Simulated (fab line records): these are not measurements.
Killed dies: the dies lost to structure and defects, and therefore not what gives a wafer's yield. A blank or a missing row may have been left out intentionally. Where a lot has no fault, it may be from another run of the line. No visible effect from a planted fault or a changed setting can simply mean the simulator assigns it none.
Which tool did it?	flow nand_harc	69 wafers from 23 lots sampled at 6 of the route's 1159 steps

== WHAT EACH GAUGE READ, for each wafer ==
NHARC_A_M0_THK_MEAS_24: measures by xrf.
lot	measured	on	thk_nm (nm)
L076	day 17 23:01	film_metro-02	115.6 116.6 113.9
L074	day 18 02:39	film_metro-02	114.8 113.4 113.5
L075	day 18 03:26	film_metro-02	113.5 115.1 112.1
L077	day 18 07:24	film_metro-02	111.1 112.9 114.2
L078	day 18 07:39	film_metro-02	114.6 113.3 114.6
L079	day 19 00:29	film_metro-02	110.1 112.5 114.1
L081	day 19 00:58	film_metro-02	114.7 112.0 112.4
L082	day 19 20:34	film_metro-02	114.2 113.8 114.5
L083	day 19 21:22	film_metro-02	113.9 115.2 116.0
L084	day 19 23:19	film_metro-02	113.1 112.8 114.0
L087	day 20 10:22	film_metro-01	114.3 115.6 112.4
L088	day 20 23:12	film_metro-02	114.0 113.6 114.7
L086	day 21 01:44	film_metro-01	112.4 111.6 115.0
L089	day 21 03:02	film_metro-02	114.3 114.9 112.5
L085	day 21 03:31	film_metro-02	113.5 112.7 113.4
L092	day 21 17:28	film_metro-01	112.6 114.3 111.9
L091	day 22 02:01	film_metro-01	115.6 116.2 114.4
L090	day 22 09:55	film_metro-01	115.8 116.5 113.1
L093	day 22 10:46	film_metro-01	114.8 114.6 116.2
L097	day 22 22:51	film_metro-02	116.6 117.2 115.6
L095	day 22 23:25	film_metro-01	115.1 115.9 115.6
L096	day 23 11:38	film_metro-01	113.2 114.9 112.8
L094	day 23 15:06	film_metro-01	114.2 114.3 116.3

NHARC_A_M1_THK_MEAS_24: measures by xrf.
lot	measured	on	thk_nm (nm)
L076	day 18 04:49	film_metro-01	154.8 154.9 153.9
L074	day 18 07:01	film_metro-02	154.3 154.3 154.5
L075	day 18 08:19	film_metro-02	154.4 155.2 153.0
L077	day 18 11:37	film_metro-02	153.7 154.1 155.0
L078	day 18 12:07	film_metro-01	154.7 152.7 156.0
L079	day 19 04:34	film_metro-02	155.0 153.2 154.6
L081	day 19 05:09	film_metro-02	154.9 154.2 152.8
L082	day 20 01:08	film_metro-02	154.1 154.5 153.8
L083	day 20 01:31	film_metro-02	153.5 154.1 156.3
L084	day 20 03:29	film_metro-02	154.0 153.7 155.9
L087	day 20 14:30	film_metro-01	155.5 156.5 155.6
L088	day 21 03:29	film_metro-01	154.8 153.3 154.3
L086	day 21 05:47	film_metro-01	154.1 154.3 154.1
L089	day 21 07:35	film_metro-02	154.0 156.0 153.6
L085	day 21 08:38	film_metro-02	155.4 150.8 154.5
L092	day 21 21:33	film_metro-01	154.9 154.4 156.5
L091	day 22 06:10	film_metro-02	158.4 154.5 154.8
L090	day 22 14:07	film_metro-02	153.8 153.4 154.3
L093	day 22 14:58	film_metro-02	152.9 154.4 153.3
L097	day 23 03:07	film_metro-02	157.8 154.7 153.0
L095	day 23 03:28	film_metro-01	152.5 154.9 154.5
L096	day 23 15:47	film_metro-01	153.8 153.8 153.5
L094	day 23 19:08	film_metro-01	155.9 156.1 154.6

== WHAT TOOL EACH LOT RAN ON (gives the tool, then ch and the chambers of the sampled wafers, and finally the start) ==
lot	NHARC_A_BLC_ETCH_18	NHARC_A_BLC_STRIP_29	NHARC_A_M0_DESCUM_14	NHARC_A_M1_ETCH_28
L076	rie_diel-07 ch 0,2, day 17 15:02 or earlier	rie_diel-07 ch 0,1,3, day 17 15:02	rie_diel-10 ch 1,2,3, day 17 20:37	rie_diel-01 ch 0,2,3, day 18 04:49 or earlier
L074	rie_diel-06 ch 1,2, day 17 16:58 or earlier	rie_diel-07 ch 0,2,3, day 17 16:58	rie_diel-04 ch 0,2,3, day 18 00:16	rie_diel-01 ch 1,2,3, day 18 07:01 or earlier
L075	rie_diel-11 ch 0,3, day 17 17:49 or earlier	rie_diel-11 ch 0,3, day 17 17:49	rie_diel-04 ch 0,1,2, day 18 01:08	rie_diel-01 ch 0,1, day 18 08:19 or earlier
L077	rie_diel-07 ch 0,1,3, day 17 19:56 or earlier	rie_diel-07 ch 1,2,3, day 17 19:56	rie_diel-09 ch 2,3, day 18 05:01	rie_diel-12 ch 0,1,3, day 18 11:37 or earlier
L078	rie_diel-11 ch 0,2,3, day 17 20:52 or earlier	rie_diel-11 ch 0,2,3, day 17 20:52	rie_diel-04 ch 0,1,2, day 18 05:11	rie_diel-12 ch 0,1, day 18 12:07 or earlier
L079	rie_diel-07 ch 1,3, day 18 17:06 or earlier	rie_diel-11 ch 0,2,3, day 18 17:06	rie_diel-10 ch 1,2, day 18 22:03	rie_diel-12 ch 0,1, day 19 04:34 or earlier
L081	rie_diel-07 ch 1,2,3, day 18 18:22 or earlier	rie_diel-11 ch 0,1,2, day 18 18:22	rie_diel-10 ch 0,1,2, day 18 22:38	rie_diel-12 ch 1,2,3, day 19 05:09 or earlier
L082	rie_diel-07 ch 1,2,3, day 19 15:19 or earlier	rie_diel-07 ch 1,2, day 19 15:19	rie_diel-10 ch 0,2,3, day 19 18:16	rie_diel-08 ch 0,2,3, day 20 01:08 or earlier
L083	rie_diel-11 ch 1,2, day 19 15:52 or earlier	rie_diel-07 ch 2,3, day 19 15:52	rie_diel-04 ch 0,1, day 19 19:01	rie_diel-01 ch 1,2,3, day 20 01:31 or earlier
L084	rie_diel-06 ch 0,1,2, day 19 17:52 or earlier	rie_diel-11 ch 0,1, day 19 17:52	rie_diel-04 ch 1,3, day 19 20:53	rie_diel-01 ch 0,1, day 20 03:29 or earlier
L087	rie_diel-07 ch 2,3, day 19 22:40 or earlier	rie_diel-07 ch 0,1,2, day 19 22:40	rie_diel-09 ch 1,2,3, day 20 08:03	rie_diel-08 ch 1,3, day 20 14:30 or earlier
L088	rie_diel-06 ch 0,2, day 20 10:00 or earlier	rie_diel-07 ch 0,1,2, day 20 10:00	rie_diel-10 ch 0,1,3, day 20 20:40	rie_diel-12 ch 0,1,3, day 21 03:29 or earlier
L086	rie_diel-07 ch 0,2,3, day 20 20:26 or earlier	rie_diel-07 ch 0,2, day 20 20:26	rie_diel-04 ch 1,3, day 20 23:26	rie_diel-01 ch 0,3, day 21 05:47 or earlier
L089	rie_diel-06 ch 0,1,2, day 20 21:48 or earlier	rie_diel-06 ch 0,1,2, day 20 21:48	rie_diel-09 ch 0,1,3, day 21 00:44	rie_diel-01 ch 0,1,2, day 21 07:35 or earlier
L085	rie_diel-07 ch 1,3, day 20 21:53 or earlier	rie_diel-11 ch 0,1,3, day 20 21:53	rie_diel-10 ch 2,3, day 21 01:10	rie_diel-12 ch 2,3, day 21 08:38 or earlier
L092	rie_diel-07 ch 1,2, day 21 04:41 or earlier	rie_diel-07 ch 0,1,2, day 21 04:41	rie_diel-09 ch 0,1,3, day 21 15:05	rie_diel-12 ch 2,3, day 21 21:33 or earlier
L091	rie_diel-11 ch 0,2, day 21 16:24 or earlier	rie_diel-07 ch 1,2, day 21 16:24	rie_diel-04 ch 0,1,2, day 21 23:26	rie_diel-12 ch 1,2,3, day 22 06:10 or earlier
L090	rie_diel-07 ch 2,3, day 21 21:28 or earlier	rie_diel-11 ch 0,2,3, day 21 21:28	rie_diel-09 ch 0,2, day 22 07:34	rie_diel-01 ch 0,2, day 22 14:07 or earlier
L093	rie_diel-07 ch 1,2,3, day 22 00:53 or earlier	rie_diel-07 ch 0,2,3, day 22 00:53	rie_diel-09 ch 1,3, day 22 08:25	rie_diel-01 ch 0,2, day 22 14:58 or earlier
L097	rie_diel-11 ch 1,3, day 22 17:31 or earlier	rie_diel-11 ch 0,2,3, day 22 17:31	rie_diel-04 ch 2,3, day 22 20:30	rie_diel-01 ch 2,3, day 23 03:07 or earlier
L095	rie_diel-07 ch 1,2,3, day 22 17:40 or earlier	rie_diel-07 ch 0,1,3, day 22 17:40	rie_diel-09 ch 0,1,3, day 22 20:57	rie_diel-08 ch 2,3, day 23 03:28 or earlier
L096	rie_diel-11 ch 0,2,3, day 23 01:04 or earlier	rie_diel-07 ch 0,2, day 23 01:04	rie_diel-09 ch 0,2,3, day 23 08:53	rie_diel-08 ch 0,2,3, day 23 15:47 or earlier
L094	rie_diel-07 ch 0,1,3, day 23 06:16 or earlier	rie_diel-07 ch 2,3, day 23 06:16	rie_diel-04 ch 0,2,3, day 23 12:47	rie_diel-12 ch 0,1,2, day 23 19:08 or earlier
- NHARC_A_BLC_ETCH_18: etches the open film in C4F8/O2/Ar, target depth 910 nm.
- NHARC_A_BLC_STRIP_29: strips in CF4.
- NHARC_A_M0_DESCUM_14: chemistry O2, time 3 s.
- NHARC_A_M1_ETCH_28: etches the open film in CF4/N2, target depth 30 nm, time 72.99 s.

== AS READ BY THE TOOLS THEMSELVES (means over the sampled wafers that have a number; for cases with no such wafer, the mark the record gives instead) ==
NHARC_A_BLC_ETCH_18.
lot	tool	oes_product_au (a.u.)	rf_vpp_V (V)
L076	rie_diel-07	0.930	976
L074	rie_diel-06	0.928	985
L075	rie_diel-11	0.909	974
L077	rie_diel-07	0.963	978
L078	rie_diel-11	0.953	977
L079	rie_diel-07	0.971	977
L081	rie_diel-07	0.958	975
L082	rie_diel-07	0.971	975
L083	rie_diel-11	0.968	980
L084	rie_diel-06	0.952	981
L087	rie_diel-07	0.976	979
L088	rie_diel-06	0.959	983
L086	rie_diel-07	0.966	980
L089	rie_diel-06	0.939	980
L085	rie_diel-07	0.985	977
L092	rie_diel-07	0.994	972
L091	rie_diel-11	0.962	978
L090	rie_diel-07	0.963	976
L093	rie_diel-07	0.971	975
L097	rie_diel-11	0.968	980
L095	rie_diel-07	0.973	975
L096	rie_diel-11	0.918	978
L094	rie_diel-07	0.935	979

NHARC_A_BLC_STRIP_29.
lot	tool	cf4_flow_sccm (sccm)	drypump_motor_current_A (A)	mfc_ar_sccm (sccm)	oes_product_au (a.u.)	rf_vpp_V (V)	showerhead_plenum_p_Torr (Torr)	throttle_valve_pct (%)
L076	rie_diel-07	150.1	5.5	0.005	1.003	59.8	1.77	13.292
L074	rie_diel-07	150.1	5.6	0.010	1.005	59.0	1.78	13.276
L075	rie_diel-11	149.8	6.3	0.017	0.985	59.0	1.71	13.292
L077	rie_diel-07	149.8	5.2	0.006	1.017	59.3	1.73	13.280
L078	rie_diel-11	149.8	6.1	0.009	0.990	58.8	1.76	13.278
L079	rie_diel-11	149.9	6.0	0.009	0.994	60.5	1.76	13.279
L081	rie_diel-11	150.2	6.0	0.011	0.996	59.4	1.76	13.290
L082	rie_diel-07	149.7	5.2	0.009	1.009	59.2	1.71	13.294
L083	rie_diel-07	150.0	5.3	0.007	1.009	59.2	1.77	13.281
L084	rie_diel-11	149.5	6.3	0.019	0.990	58.9	1.71	13.289
L087	rie_diel-07	149.8	5.6	0.009	0.999	59.1	1.75	13.279
L088	rie_diel-07	150.1	5.5	0.009	1.003	59.2	1.75	13.285
L086	rie_diel-07	149.8	6.0	0.013	0.999	58.8	1.80	13.283
L089	rie_diel-06	150.0	5.5	0.006	1.011	59.3	1.78	13.283
L085	rie_diel-11	150.2	6.0	0.013	1.001	59.9	1.75	13.272
L092	rie_diel-07	149.8	5.5	0.009	0.996	58.9	1.75	13.284
L091	rie_diel-07	149.4	5.1	0.005	1.014	58.7	1.69	13.288
L090	rie_diel-11	150.1	6.1	0.009	0.994	59.3	1.76	13.283
L093	rie_diel-07	150.2	5.7	0.010	0.999	59.3	1.78	13.291
L097	rie_diel-11	150.3	6.0	0.009	0.996	59.6	1.76	13.278
L095	rie_diel-07	149.9	5.5	0.005	0.999	59.2	1.77	13.280
L096	rie_diel-07	150.0	6.0	0.013	1.002	59.3	1.80	13.283
L094	rie_diel-07	150.0	5.3	0.010	0.991	59.4	1.74	13.290

NHARC_A_M0_DESCUM_14.
lot	tool	drypump_motor_current_A (A)	mfc_ar_sccm (sccm)	oes_product_au (a.u.)	rf_vpp_V (V)	showerhead_plenum_p_Torr (Torr)	throttle_valve_pct (%)
L076	rie_diel-10	5.44	0.004	1.000	58.7	1.91	11.314
L074	rie_diel-04	5.56	0.003	0.997	58.7	1.84	11.303
L075	rie_diel-04	5.81	0.011	1.009	58.0	1.88	11.317
L077	rie_diel-09	6.01	0.017	1.001	58.3	1.95	11.313
L078	rie_diel-04	5.82	0.011	1.008	57.0	1.88	11.323
L079	rie_diel-10	5.40	0.006	0.994	56.7	1.90	11.310
L081	rie_diel-10	5.33	0.004	1.007	58.1	1.97	11.311
L082	rie_diel-10	5.41	0.005	1.006	57.3	1.90	11.314
L083	rie_diel-04	6.00	0.022	1.007	57.3	1.90	11.305
L084	rie_diel-04	5.90	0.025	1.001	57.5	1.88	11.324
L087	rie_diel-09	5.93	0.010	1.002	58.0	1.90	11.309
L088	rie_diel-10	5.40	0.002	0.996	57.0	1.98	11.307
L086	rie_diel-04	5.62	0.017	0.988	57.9	1.84	11.308
L089	rie_diel-09	5.72	0.017	1.000	58.4	1.94	11.309
L085	rie_diel-10	5.45	0.007	0.999	57.4	1.83	11.315
L092	rie_diel-09	5.72	0.017	1.005	58.1	1.94	11.312
L091	rie_diel-04	5.78	0.011	1.005	57.6	1.88	11.296
L090	rie_diel-09	5.75	0.013	0.995	57.7	1.92	11.307
L093	rie_diel-09	5.80	0.012	1.007	57.5	1.91	11.313
L097	rie_diel-04	5.49	0.003	1.004	57.5	1.83	11.305
L095	rie_diel-09	5.70	0.017	0.990	58.6	1.94	11.315
L096	rie_diel-09	5.88	0.015	1.003	57.6	1.93	11.317
L094	rie_diel-04	5.56	0.003	0.996	57.4	1.83	11.307

NHARC_A_M1_ETCH_28.
lot	tool	cf4_flow_sccm (sccm)	drypump_motor_current_A (A)	mfc_ar_sccm (sccm)	oes_product_au (a.u.)	rf_vpp_V (V)	showerhead_plenum_p_Torr (Torr)	throttle_valve_pct (%)
L076	rie_diel-01	49.93	5.5	149.7	0.999	313.9	2.62	19.787
L074	rie_diel-01	50.02	5.7	150.3	1.001	313.0	2.56	19.797
L075	rie_diel-01	49.97	5.8	149.6	1.001	314.3	2.61	19.800
L077	rie_diel-12	49.81	5.6	150.0	1.004	315.8	2.72	19.792
L078	rie_diel-12	50.18	5.3	150.1	1.009	316.2	2.72	19.794
L079	rie_diel-12	49.93	5.3	149.7	1.007	315.8	2.72	19.808
L081	rie_diel-12	49.85	5.6	150.3	0.999	316.4	2.77	19.799
L082	rie_diel-08	49.96	5.9	150.0	1.002	314.8	2.64	19.794
L083	rie_diel-01	49.89	5.7	149.7	0.996	313.0	2.55	19.784
L084	rie_diel-01	49.90	5.6	150.1	1.005	315.6	2.67	19.783
L087	rie_diel-08	49.95	5.5	150.0	0.997	315.7	2.72	19.800
L088	rie_diel-12	49.88	5.6	150.0	0.999	315.3	2.72	19.792
L086	rie_diel-01	49.79	5.6	149.9	1.007	313.9	2.65	19.793
L089	rie_diel-01	50.04	5.5	149.7	1.003	314.0	2.64	19.797
L085	rie_diel-12	49.94	5.7	150.1	1.002	315.9	2.73	19.794
L092	rie_diel-12	49.97	5.8	150.6	0.991	316.2	2.76	19.806
L091	rie_diel-12	50.13	5.6	149.5	0.999	316.5	2.77	19.787
L090	rie_diel-01	50.04	5.2	150.3	0.999	316.3	2.70	19.797
L093	rie_diel-01	49.91	5.1	149.6	0.997	315.5	2.67	19.796
L097	rie_diel-01	50.04	5.7	150.0	1.002	313.2	2.53	19.802
L095	rie_diel-08	50.00	6.0	149.6	1.005	312.8	2.56	19.786
L096	rie_diel-08	49.96	5.9	150.1	0.996	314.4	2.64	19.794
L094	rie_diel-12	49.91	5.5	149.6	1.003	315.4	2.68	19.807

== THE ANSWER, worked out from the rows above alone ==
Rule: the lots themselves supply what counts as usual. The widest of any qualifying gaps counts: lots, ordered by their means at a reading, are off when they make up no more than a third of the lots, leave a main group of 4 or more, and stand apart from it by 3 or more times the standard deviation of that group's means. The tables above print the reading to a certain number of digits; a main group whose means all agree to those digits is not used. A lot without any number at a reading at which 4 lots or more have one is off too. All remaining lots with rows at the step are treated as sound. Order of review: gauges by route order, followed by the tools' own readings, for which a lot's mean as printed above is used. At the first step where some lot is off, the reading lying furthest off is the one used; lots without a number count as furthest.
None of the lots is off at any reading shown; this tells nothing.

== WHAT THE SIMULATOR HAD INSERTED ==
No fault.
